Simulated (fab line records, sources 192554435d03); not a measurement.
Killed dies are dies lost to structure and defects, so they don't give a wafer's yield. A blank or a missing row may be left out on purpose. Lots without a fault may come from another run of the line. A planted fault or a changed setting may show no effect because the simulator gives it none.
One fault seen from 2 desks | flow n5_finfet | each desk has only its own numbers; what lay behind them comes last

THE METROLOGY DESK
What the gauges read, lot by lot, whatever tool the lot ran on: means of the sampled wafers that have a number. A lot is out of limits, marked OUT, if its mean lies more than 4 standard deviations from the usual mean; the brackets give that distance. Of its 12 readings 7 are shown: those that lie furthest out on some lot.
Columns: A = DIBL_N at N5_BEOL_M4_RC_MEAS_101, usual 35.9 mV/V; B = DIBL_P at N5_BEOL_M4_RC_MEAS_101, usual 36.3 mV/V; C = IOFF_N at N5_BEOL_M4_RC_MEAS_101, usual 0.153 nA/um; D = IOFF_P at N5_BEOL_M4_RC_MEAS_101, usual 0.208 nA/um; E = ION_P at N5_BEOL_M4_RC_MEAS_101, usual 462 uA/um; F = SS_P at N5_BEOL_M4_RC_MEAS_101, usual 73.3 mV/dec; G = VT_P at N5_BEOL_M4_RC_MEAS_101, usual -250.5 mV
lot  | first seen here | A    | B    | C     | D     | E   | F    | G
L185 | day 4 03:17     | 35.5 | 35.4 | 0.140 | 0.175 | 455 | 73.0 | -255.8
L188 | day 4 23:52     | 37.0 | 37.2 | 0.184 | 0.265 | 472 | 73.2 | -245.5
L190 | day 5 08:15     | 35.9 | 37.4 | 0.151 | 0.206 | 457 | 73.2 | -251.8
L189 | day 5 10:26     | 35.6 | 35.4 | 0.151 | 0.193 | 458 | 72.5 | -251.4
L191 | day 5 17:23     | 36.5 | 36.2 | 0.162 | 0.225 | 469 | 73.7 | -249.8
L192 | day 5 23:24     | 37.8 | 38.8 | 0.189 | 0.238 | 469 | 74.4 | -249.5
L193 | day 6 09:07     | 35.7 | 35.5 | 0.150 | 0.182 | 454 | 73.2 | -255.8
L201 | day 8 07:59     | 36.6 | 37.7 | 0.162 | 0.213 | 458 | 73.3 | -251.3
L203 | day 8 15:41     | 35.5 | 35.6 | 0.149 | 0.195 | 459 | 73.2 | -250.0
L205 | day 9 03:23     | 34.5 | 36.6 | 0.147 | 0.198 | 465 | 73.2 | -251.8
This desk's finding: nothing out of limits on any of the 10 lots.

THE TOOL OWNER'S DESK: ald_metal-04
The tool's own readings at N5_HKMG_FIN_NWFM_ALD_20 (deposits TiAlC, target thk 2 nm, pulse time 3 s, purge time 2 s): means of the sampled wafers that have a number, for each lot that ran on this tool. A lot is out of limits, marked OUT, if its mean lies more than 4 standard deviations from the usual mean; the brackets give that distance.
Columns: A = heater_power_w at N5_HKMG_FIN_NWFM_ALD_20, usual 480 W; B = precursor_pulse_height_rel at N5_HKMG_FIN_NWFM_ALD_20, usual 1.001
lot  | first seen here | A   | B
L188 | day 5 02:47     | 494 | 0.987
L190 | day 5 11:16     | 451 | 1.017
L189 | day 5 13:20     | 448 | 0.990
L192 | day 6 03:49     | 432 | 1.012
L193 | day 6 12:51     | 447 | 1.026
This desk's finding: nothing out of limits on any of the 5 lots.

PUT TOGETHER
The metrology desk saw nothing out of limits.
The tool owner's desk saw nothing out of limits.

WHAT THE SIMULATOR HAD PUT IN
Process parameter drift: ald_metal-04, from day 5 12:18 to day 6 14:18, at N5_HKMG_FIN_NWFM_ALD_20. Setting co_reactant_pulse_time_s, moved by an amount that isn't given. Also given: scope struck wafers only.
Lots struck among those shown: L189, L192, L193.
